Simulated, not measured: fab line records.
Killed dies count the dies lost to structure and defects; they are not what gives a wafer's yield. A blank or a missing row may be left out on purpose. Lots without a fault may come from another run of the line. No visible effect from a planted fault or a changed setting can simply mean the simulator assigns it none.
Which tool did it? -- flow n5 finfet -- 10 lots with 28 wafers sampled at 6 steps, on a route of 1938 steps

## WHAT THE GAUGES SHOWED, per wafer
N5_MOL_CONTACT_COAG_CD_MEAS_99 targets a cd of 17.2 nm. Usual: 17.1 nm for cd nm, sd 0.39.
lot,measured,on,cd nm (nm),flag
L668,day 5 06:40,cd sem-02,17.2 17.3 17.4,
L670,day 5 20:10,cd sem-01,17.4 16.8 17.1,
L671,day 6 00:41,cd sem-03,17.1 17.3 17.2,
L672,day 6 08:44,cd sem-03,18.0 17.9 17.0,
L673,day 6 17:28,cd sem-02,17.8 16.8 16.7,
L680,day 8 03:45,cd sem-03,17.2 17.0,
L681,day 8 13:00,cd sem-03,17.3 17.3 16.9,
L685,day 9 10:22,cd sem-02,17.6 17.0,
L688,day 10 04:07,cd sem-02,16.9 17.6 16.6,
L689,day 10 14:40,cd sem-02,16.8 17.2 16.6,

N5_BEOL_M4_RC_MEAS_101. Usual: DIBL_N 37.7 mV/V, standard deviation 2; DIBL_P 37.7 mV/V, standard deviation 2.3; IOFF_N 0.18 nA/um, standard deviation 0.039; IOFF_P 0.23 nA/um, standard deviation 0.042; ION_N 681 uA/um, standard deviation 12; ION_P 463 uA/um, standard deviation 8; SS_N 71.9 mV/dec, standard deviation 0.68; SS_P 73.6 mV/dec, standard deviation 0.71; VT_N 248 mV, standard deviation 3.2; VT_P -249 mV, standard deviation 3.1.
lot,measured,on,DIBL_N (mV/V),DIBL_P (mV/V),IOFF_N (nA/um),IOFF_P (nA/um),ION_N (uA/um),ION_P (uA/um),SS_N (mV/dec),SS_P (mV/dec),VT_N (mV),VT_P (mV),flag
L668,day 12 01:04,prober-02,42.7 36.7 42.0,41.4 34.8 40.6,0.26 0.13 0.25,0.31 0.18 0.30,704 672 707,480 465 482,73.3 71.3 72.9,74.6 72.9 74.4,244 254 245,-245 -254 -247,
L670,day 12 14:16,prober-01,36.2 37.5 41.2,35.5 38.0 40.8,0.13 0.16 0.24,0.16 0.20 0.24,658 679 677,441 457 452,72.6 72.2 72.4,73.6 72.6 74.0,254 251 245,-256 -254 -250,
L680,day 15 14:21,prober-01,35.0 41.1,35.0 41.9,0.15 0.26,0.20 0.31,691 679,476 465,70.9 72.4,72.8 74.6,248 243,-250 -243,
L681,day 15 08:53,prober-01,40.9 37.4 37.9,40.7 36.3 36.6,0.22 0.16 0.16,0.30 0.22 0.22,692 676 679,477 468 471,72.4 71.1 71.7,74.6 73.8 73.2,244 248 250,-242 -250 -249,
L685,day 16 18:10,prober-01,38.2 33.5,38.9 32.8,0.19 0.11,0.24 0.16,685 674,466 461,71.8 70.6,73.5 72.8,246 254,-248 -255,
L688,day 17 05:06,prober-02,39.4 36.0 38.5,38.3 34.0 39.8,0.22 0.17 0.22,0.26 0.19 0.30,685 680 688,469 459 471,73.2 71.6 71.4,73.9 72.8 73.6,245 249 244,-247 -251 -246,
L689,day 17 18:26,prober-02,36.5 33.3 36.9,36.5 31.9 37.3,0.16 0.12 0.19,0.26 0.17 0.26,662 680 686,460 463 475,71.5 70.8 72.2,73.6 73.0 74.0,250 248 248,-245 -251 -246,

## WHICH TOOL RAN EACH LOT (tool, then ch and the chambers of the sampled wafers, then the start)
lot,N5_MOL_CONTACT_COAG_ETCH_106,N5_MOL_CONTACT_COAG_SIL_ANNEAL_21,N5_MOL_CONTACT_COAG_CMP_28,N5_MOL_CONTACT_COAG_ETCH_48
L668,"rie diel-04 ch 0,2,3, day 5 06:22","rtp anneal-01 ch 0, day 5 10:15","cmp-01 ch 0,1, day 5 16:03","rie diel-05 ch 0,1,2, day 5 21:18"
L670,"rie diel-04 ch 0,2,3, day 5 19:50","rtp anneal-01 ch 0, day 6 00:32","cmp-03 ch 0,1, day 6 05:25","rie diel-01 ch 0,1,3, day 6 09:00"
L671,"rie diel-04 ch 0,2,3, day 6 00:22","rtp anneal-01 ch 0, day 6 01:45","cmp-03 ch 1,2,3, day 6 11:26","rie diel-01 ch 0,1,2, day 6 14:55"
L672,"rie diel-01 ch 0,1,2, day 6 08:25","rtp anneal-01 ch 0, day 6 10:04","cmp-01 ch 1,2, day 6 17:50","rie diel-01 ch 2,3, day 6 21:53"
L673,"rie diel-01 ch 0,1,2, day 6 17:09","rtp anneal-01 ch 0, day 6 19:20","cmp-03 ch 0,3, day 7 01:04","rie diel-04 ch 0,1,3, day 7 05:04"
L680,"rie diel-05 ch 1,2, day 8 03:28","rtp anneal-01 ch 0, day 8 06:08","cmp-03 ch 2,3, day 8 12:44","rie diel-04 ch 2,3, day 8 16:38"
L681,"rie diel-04 ch 1,2,3, day 8 12:41","rtp anneal-01 ch 0, day 8 15:08","cmp-01 ch 0,1,2, day 8 23:25","rie diel-05 ch 1,3, day 9 03:00"
L685,"rie diel-05 ch 0,2, day 9 10:04","rtp anneal-02 ch 0, day 9 11:26","cmp-01 ch 3, day 9 17:42","rie diel-05 ch 1,3, day 9 21:43"
L688,"rie diel-05 ch 0,1,2, day 10 03:47","rtp anneal-01 ch 0, day 10 05:05","cmp-03 ch 2,3, day 10 13:07","rie diel-05 ch 1,2,3, day 10 16:58"
L689,"rie diel-01 ch 0,2,3, day 10 14:21","rtp anneal-02 ch 0, day 10 15:52","cmp-01 ch 1,2, day 10 22:47","rie diel-04 ch 0,2,3, day 11 02:38"
- N5_MOL_CONTACT_COAG_ETCH_106: etches SOC in N2/H2, target depth 80 nm, overetch 16 nm, time 120 s.
- N5_MOL_CONTACT_COAG_SIL_ANNEAL_21: time 60 s.
- N5_MOL_CONTACT_COAG_CMP_28: polishes, stops on SiNx, t overpolish 0.85 s, target thk 14.522 nm.
- N5_MOL_CONTACT_COAG_ETCH_48: etches SiOC in C4F6/O2, target depth 15 nm, overetch 4.5 nm, time 17 s.

## AS READ BY THE TOOLS THEMSELVES (means over the sampled wafers that have a number; for cases with no such wafer, the mark the record gives instead)
N5_MOL_CONTACT_COAG_ETCH_106. Usual: drypump motor current A 5.9 A, standard deviation 0.42; oes product au 0.71 a.u., standard deviation 0.071; rf vpp V 525.2 V, standard deviation 2.1; showerhead plenum p Torr 2.60 Torr, standard deviation 0.072; throttle valve pct 17.82 %, standard deviation 0.26.
lot,tool,drypump motor current A (A),oes product au (a.u.),rf vpp V (V),showerhead plenum p Torr (Torr),throttle valve pct (%),flag
L668,rie diel-04,5.5,0.67,525.1,2.57,17.87,
L670,rie diel-04,5.5,0.67,524.6,2.57,17.88,
L671,rie diel-04,5.5,0.66,525.1,2.57,17.89,
L672,rie diel-01,5.9,0.68,525.4,2.59,17.91,
L673,rie diel-01,5.9,0.68,525.4,2.59,17.92,
L680,rie diel-05,6.0,0.80,526.7,2.67,17.87,
L681,rie diel-04,5.9,0.71,525.1,2.59,17.87,
L685,rie diel-05,5.7,0.75,525.7,2.62,17.52,
L688,rie diel-05,5.9,0.76,527.3,2.66,17.70,
L689,rie diel-01,6.0,0.67,524.6,2.59,17.81,

N5_MOL_CONTACT_COAG_SIL_ANNEAL_21. Usual: lamp power pct 6.86 %, standard deviation 0.031; lamp_zone_5_pct 6.88 %, standard deviation 0.032; wafer_temp_C_max 552.2, standard deviation 0.5.
lot,tool,lamp power pct (%),lamp_zone_5_pct (%),wafer_temp_C_max,flag
L668,rtp anneal-01,6.88,6.89,551.7,
L670,rtp anneal-01,6.88,6.90,552.1,
L671,rtp anneal-01,6.89,6.90,552.3,
L672,rtp anneal-01,6.88,6.90,551.9,
L673,rtp anneal-01,6.88,6.89,552.6,
L680,rtp anneal-01,6.89,6.89,552.3,
L681,rtp anneal-01,6.88,6.90,552.2,
L685,rtp anneal-02,6.81,6.83,552.0,
L688,rtp anneal-01,6.88,6.90,552.5,
L689,rtp anneal-02,6.81,6.82,551.6,

N5_MOL_CONTACT_COAG_CMP_28. Usual: edge zone pressure frac 1.000, standard deviation 0.005; head pressure psi 4.151 psi, standard deviation 0.0093; motor current A 12.5 A, standard deviation 1.1; slurry flow ml min 150.0, standard deviation 0.5; time to endpoint s 4 s, standard deviation 3.2.
lot,tool,edge zone pressure frac,head pressure psi (psi),motor current A (A),slurry flow ml min,time to endpoint s (s),flag
L668,cmp-01,0.999,4.161,13.2,150.6,9,
L670,cmp-03,1.000,4.146,12.6,150.0,4,
L671,cmp-03,-,-,-,-,-,OFF
L672,cmp-01,-,-,-,-,-,OFF
L673,cmp-03,-,-,-,-,-,OFF
L680,cmp-03,1.006,4.150,12.1,149.6,0,
L681,cmp-01,0.996,4.149,12.9,150.2,6,
L685,cmp-01,1.002,4.162,10.5,149.9,2,
L688,cmp-03,1.001,4.143,12.8,150.3,6,
L689,cmp-01,0.993,4.160,12.1,150.3,5,

N5_MOL_CONTACT_COAG_ETCH_48. Usual: drypump motor current A 5.9 A, standard deviation 0.37; oes product au 0.66 a.u., standard deviation 0.081; rf vpp V 1604 V, standard deviation 43; showerhead plenum p Torr 2.88 Torr, standard deviation 0.1; throttle valve pct 40.5 %, standard deviation 0.58.
lot,tool,drypump motor current A (A),oes product au (a.u.),rf vpp V (V),showerhead plenum p Torr (Torr),throttle valve pct (%),flag
L668,rie diel-05,5.9,0.74,1597,2.86,40.4,
L670,rie diel-01,6.2,0.63,1599,2.88,40.5,
L671,rie diel-01,5.9,1.12,1600,2.88,40.8,OFF
L672,rie diel-01,5.8,1.10,1620,2.83,39.9,OFF
L673,rie diel-04,5.7,1.12,1556,2.86,40.6,OFF
L680,rie diel-04,5.7,0.61,1646,2.87,40.7,
L681,rie diel-05,6.5,0.79,1620,3.02,41.1,
L685,rie diel-05,6.5,0.70,1634,3.01,41.1,
L688,rie diel-05,6.2,0.69,1621,2.96,40.8,
L689,rie diel-04,5.5,0.70,1596,2.82,40.4,

## THE ANSWER, worked out from the rows above alone
Rule: a lot counts as off when the mean over its wafers that have a number is more than 3 standard deviations away from the usual mean. Also off: a lot with no number at a reading for which 4 or more lots have one. The other lots that the step has rows for count as sound. The gauges are gone through in route order, then the tools' own readings, and for those a lot's mean is taken as printed above. The first step at which some lot is off is used, and at that step the reading that is off furthest; a lot without a number counts as furthest.
Off: L671, L672, L673 (N5_MOL_CONTACT_COAG_CMP_28, edge zone pressure frac). Without a number there: L671, L672, L673.
A tool fits if, at that step or a process step before it, it ran every lot that is off, and no sound lot after the first of them. No candidate that was tried fits.

## WHAT HAD BEEN PUT IN BY THE SIMULATOR
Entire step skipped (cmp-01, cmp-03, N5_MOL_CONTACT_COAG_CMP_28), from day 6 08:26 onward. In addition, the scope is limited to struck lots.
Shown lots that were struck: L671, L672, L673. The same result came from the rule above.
